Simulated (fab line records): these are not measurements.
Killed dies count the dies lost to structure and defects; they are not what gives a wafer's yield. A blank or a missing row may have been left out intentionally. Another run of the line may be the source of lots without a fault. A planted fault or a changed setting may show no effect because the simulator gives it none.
A struck lot beside a sound one + flow nand-harc + 15 steps out of a route of 1159
Sound: these wafers, L804.4, L804.5, L804.6. Struck: wafers L819.1, L819.5, L819.6. At the end, the cause is stated.
Order at every step that has rows: each side's tool, ch and its chambers, its first start. Under that, the readings that differ: sound wafers + struck wafers + difference of the means + sigmas: that difference in standard deviations of wafers without a fault.
alike: readings whose means differ by less than 2 such deviations, and words and numbers that are the same on both sides. not compared: withheld readings, readings that some wafer has no value for, bounds like >300 that may hide the same value, and numbers for which the record gives no deviation and whose values overlap.
The two part at a step that has a row with sigmas, a row that says differs or no value, or rows on one side only. Numbers that don't overlap but have no deviation are shown without sigmas and don't part them. Lack of a reading on every wafer of one side parts them only where that side has two or more wafers.

NHARC_A_BLC_DESCUM_15: chemistry O2, time 3 s.
  sound on rie-diel-13 ch 2,3, day 16 21:21; struck on rie-diel-13 ch 0,1,3, day 21 08:31
  alike: drypump-motor-current-A, oes-product-au, rf-vpp-V, showerhead-plenum-p-Torr, throttle-valve-pct
  not compared: rf-hours-counter-h
then, 2 steps without rows for these wafers: NHARC_A_BLC_ETCH_16 (etches the open film in CF4, target depth 39 nm, time 65 s); NHARC_A_BLC_ETCH_17 (etches the open film in N2/H2, target depth 390 nm, time 609.38 s).
NHARC_A_BLC_ETCH_18: etches the open film in C4F8/O2/Ar, target depth 910 nm.
  sound: rie-diel-13 ch 1,2,3; struck: rie-diel-13 ch 2,3
  alike: oes-product-au, rf-vpp-V
  not compared: rf-hours-counter-h
NHARC_A_BLC_CD_MEAS_19:
  struck on cd-sem-03, day 21 09:27; sound on cd-sem-01, day 16 22:19
  alike: cd-nm
then, 1 step without rows for these wafers: NHARC_A_BLC_STRIP_29 (strips in CF4).
NHARC_A_BLC_STRIP_21: strips in O2.
  sound on rie-diel-04 ch 0,1, day 16 22:30; struck on rie-diel-13 ch 0,1,3, day 21 09:38
  alike: drypump-motor-current-A, oes-product-au, rf-vpp-V, showerhead-plenum-p-Torr, throttle-valve-pct
  not compared: rf-hours-counter-h
then, 3 steps without rows for these wafers: NHARC_A_BLC_STRIP_22 (strips in post etch residue remover, time 600 s); NHARC_A_BLC_DEGAS_30 (time 60 s); NHARC_A_BLC_PRE_CLEAN_31 (time 15 s).
NHARC_A_BLC_PVD_32: deposits Ti, target thk 5 nm, time 17.7 s.
  sound on pvd-sputter-02; struck on pvd-sputter-03
  alike: throttle-valve-pct
NHARC_A_BLC_ALD_23: deposits TiN, target thk 3 nm, pulse time 1 s, ald cycles 150.
  sound on ald-metal-02 ch 0,1, day 16 23:09; struck on ald-metal-03 ch 0,1, day 21 10:19
  alike: heater-power-w, precursor-pulse-height-rel
NHARC_A_BLC_CVD_24: deposits W, target thk 150 nm, time 434 s.
  sound on cvd-w-01 ch 0,1, day 16 23:34; struck on cvd-w-02 ch 0,1, day 21 19:42
  no value came back on the struck wafers for any of 5 readings (chamber-pressure-Torr (Torr), heater-power-outer-w (W) and others); on the sound wafers chamber-pressure-Torr (Torr) reads 40.11 39.97 39.89
NHARC_A_BLC_CMP_25: polishes, t overpolish 30 s, target thk 150 nm.
  sound on cmp-04 ch 2,3, day 16 23:53; struck on cmp-03 ch 2,3, day 21 20:10
| reading                | sound          | struck      | difference | sigmas |
|------------------------|----------------|-------------|------------|--------|
| time-to-endpoint-s (s) | 30.2 30.7 28.8 | 1.6 2.1 2.5 | -27.8      | -14    |
  alike: motor-current-A, overpolish-run-s, slurry-flow-ml-min
NHARC_END_SORT_01:
  sound on prober-01 ch 0, day 18 22:56; struck on prober-01 ch 0, day 23 12:38
| reading         | sound    | struck      | difference | sigmas |
|-----------------|----------|-------------|------------|--------|
| killed-at-array | 39 34 33 | 676 674 676 | +640       | +64    |
| killed-dies     | 44 37 38 | 677 677 677 | +637       | +66    |
  alike: killed-at-other, killed-at-periphery, killed-open, killed-short

## WHERE THEY PART
Last at NHARC_END_SORT_01 as far as this record goes, first at NHARC_A_BLC_CVD_24.

WHY: whatever the simulator had introduced
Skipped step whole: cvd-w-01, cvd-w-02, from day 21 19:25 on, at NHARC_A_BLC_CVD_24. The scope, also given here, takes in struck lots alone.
